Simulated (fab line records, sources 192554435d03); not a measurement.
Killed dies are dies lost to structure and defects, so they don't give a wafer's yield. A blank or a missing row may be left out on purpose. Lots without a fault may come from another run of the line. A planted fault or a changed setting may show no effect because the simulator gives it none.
Split-lot experiment | flow n5_finfet | 7 lots, 21 wafers read, on a route of 1938 steps

THE SPLIT
At N5_DUMMY_GATE_PECVD_30 (deposits SiO2 from TEOS/O2, target thk 55 nm, time 10.8 s), the setting time_s was moved away from the recipe's 10.8 s on 5 of the 21 wafers read, by -11.5% to +12.3%. The other wafers ran this setting at the recipe's value.

FROM THE SPLIT TO THE READING: what the file shows between them, 5 steps
- N5_DUMMY_GATE_COAT_34: time 60 s, resist thk 60 nm
- N5_DUMMY_GATE_COAT_35: time 60 s, resist thk 10 nm
- N5_DUMMY_GATE_ETCH_31: etches SiO2 in C4F6/O2, target depth 82.5 nm, time 27.5 s
- N5_DUMMY_GATE_STRIP_41: strips in O2
- N5_DUMMY_GATE_HM_OPEN_21: chemistry CH3F/O2, target SiNx, target depth 120 nm, time 171.4 s

THE READING
SiO2_of_DUMMY_GATE_PECVD_30.thk_nm (the simulator's own value, which no gauge read), in nm, at N5_DUMMY_GATE_ETCH_32 (etches SiO2 in CF4, target depth 3.5 nm, time 3.9 s). The file gives no usual value for it. The 16 wafers here that ran the recipe average 41.5 nm, standard deviation 0.48 nm.

wafer  | tool, chamber at the split | time_s as run, s | against the recipe | SiO2_of_DUMMY_GATE_PECVD_30.thk_nm, nm | against lot-mates on the recipe
L074.3 | pecvd-04, 2,0              | 10.8             | recipe             | 41                                     | -
L074.6 | pecvd-04, 2,0              | 10.8             | recipe             | 41                                     | -
L074.4 | pecvd-04, 1                | 10.8             | recipe             | 41.8                                   | -
L078.3 | pecvd-01, 0                | 11.97            | +10.8%             | 46                                     | +4.7
L078.4 | pecvd-01, 0                | 10.8             | recipe             | 41                                     | -
L078.5 | pecvd-01, 1                | 10.8             | recipe             | 41.6                                   | -
L080.1 | pecvd-01, 1                | 10.8             | recipe             | 41.2                                   | -
L080.5 | pecvd-01, 2                | 10.8             | recipe             | 42                                     | -
L080.6 | pecvd-01, 0                | 10.8             | recipe             | 42                                     | -
L083.1 | pecvd-04, 2                | 10.8             | recipe             | 40.6                                   | -
L083.4 | pecvd-04, 2                | 10.8             | recipe             | 41.8                                   | -
L083.5 | pecvd-04, 1                | 10.8             | recipe             | 41.4                                   | -
L084.3 | pecvd-02, 1                | 10.8             | recipe             | 42                                     | -
L084.4 | pecvd-02, 2                | 9.563            | -11.5%             | 36.4                                   | -5.6
L084.5 | pecvd-02, 0                | 9.563            | -11.5%             | 36                                     | -6.0
L093.2 | pecvd-04, 0                | 10.8             | recipe             | 41                                     | -
L093.4 | pecvd-04, 2                | 10.8             | recipe             | 41.8                                   | -
L093.6 | pecvd-04, 1                | 12.13            | +12.3%             | 48.2                                   | +6.8
L094.2 | pecvd-04, 0                | 10.2             | -5.6%              | 37.6                                   | -4.5
L094.5 | pecvd-04, 0,2              | 10.8             | recipe             | 42                                     | -
L094.6 | pecvd-04, 0,2              | 10.8             | recipe             | 42.2                                   | -
Where a row lists several chambers, the file gives one row for several wafers and doesn't say which wafer went through which chamber.

THE FIT
A straight line over all 21 wafers: SiO2_of_DUMMY_GATE_PECVD_30.thk_nm changes by +0.488 nm for each +1% of time_s; r = +0.98; the points scatter about the line by 0.58 nm.
The same after taking each lot's own level away (the mean of its wafers on the recipe; 21 wafers): +0.519 nm for each +1%; r = +0.98; scatter 0.55 nm.
On that fit, the largest move of time_s shifts the reading by 6.4 nm.
The lots' own levels span 41.27 to 42.10 nm, that is 1.7 times the standard deviation above.
So the lot-to-lot level changes the slope little: the two slopes agree.
Check: with one of the wafers moved furthest among these (+12.3%) left out of the fit, the line predicts +6.07 nm for it against its lot-mates. It came out at +6.8 nm against them.

OTHER SPLITS ON THESE WAFERS
These wafers also went through other splits before the reading. Each is held against what the fit with the lots' levels taken away leaves over:
other split on the same wafers            | wafers away from the commonest value | r with SiO2_of_DUMMY_GATE_PECVD_30.thk_nm (lot level and that fit taken away)
N5_WELL_APT_COAT_19 spin_rpm              | 9                                    | -0.34
N5_PMOS_HMC_CHANNEL_EPI_PEB_07 peb_time_s | 4                                    | -0.45
N5_PMOS_HMC_CHANNEL_EPI_DESCUM_14 time_s  | 6                                    | +0.16

THE WHOLE CHAIN: every reading that the file lists as answering this split, in the file's order
step                     | what it does                                                      | reading                                                                             | change (the file's fit)               | r (the file's)
N5_DUMMY_GATE_PECVD_30   | deposits SiO2 from TEOS/O2, target thk 55 nm, time 10.8 s         | SiO2_of_DUMMY_GATE_PECVD_30.thk_nm (the simulator's own value, which no gauge read) | +0.526 nm for each +1% of the setting | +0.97
N5_DUMMY_GATE_HM_OPEN_21 | chemistry CH3F/O2, target SiNx, target depth 120 nm, time 171.4 s | SiO2_of_DUMMY_GATE_PECVD_30.thk_nm (the simulator's own value, which no gauge read) | +0.514 nm for each +1% of the setting | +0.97
N5_DUMMY_GATE_ETCH_32    | etches SiO2 in CF4, target depth 3.5 nm, time 3.9 s               | SiO2_of_DUMMY_GATE_PECVD_30.thk_nm (the simulator's own value, which no gauge read) | +0.524 nm for each +1% of the setting | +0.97

THE FILE'S OWN FIT
SiO2_of_DUMMY_GATE_PECVD_30.thk_nm changes by +0.524 nm for each +1% of time_s, r = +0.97.
